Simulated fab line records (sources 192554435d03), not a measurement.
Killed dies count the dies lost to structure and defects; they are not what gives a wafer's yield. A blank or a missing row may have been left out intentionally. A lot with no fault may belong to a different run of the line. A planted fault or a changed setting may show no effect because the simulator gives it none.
Matching of chambers ; flow n5-finfet ; 4 sister chambers for N5_BEOL_M3_ETCHBACK_99 on rie-diel-02
The step etches SiO2 in CHF3, target depth 5 nm, time 10.4 s. 4 wafers are shown with their chamber, then 7 later ones without.

WAFERS WITH THEIR CHAMBER
wafer;chamber;showerhead-plenum-p-Torr (Torr)
L075.5;0;2.18
L084.3;3;2.11
L086.1;1;2.06
L086.3;2;2.23

WAFERS WITHOUT THEIR CHAMBER
wafer;showerhead-plenum-p-Torr (Torr)
L086.4;2.18
L095.1;2.23
L095.3;2.05
L095.4;2.17
L094.1;2.17
L094.4;2.23
L094.6;2.17

WHICH CHAMBER EACH ONE RAN IN
wafer;from the rows above;in truth
L086.4;0;0
L095.1;2;2
L095.3;1;1
L095.4;0;0
L094.1;0;0
L094.4;2;2
L094.6;0;0
Correctly placed: 7 of 7. From these rows, 0 cannot be placed. 0 placed wrongly.
How it was worked out, from the rows above alone: a wafer's distance from a chamber is the root of the sum, over the readings, of the square of ((its reading less the chamber's mean) divided by the reading's scatter). If the next closest chamber is less than 2 further off than the closest, the wafer can't be placed; otherwise it belongs to the closest. The mean given for a chamber averages the wafers shown for that chamber. The scatter: with one shown wafer a chamber, the root of the mean of the squares of how far each hidden wafer lies from its nearest shown one.
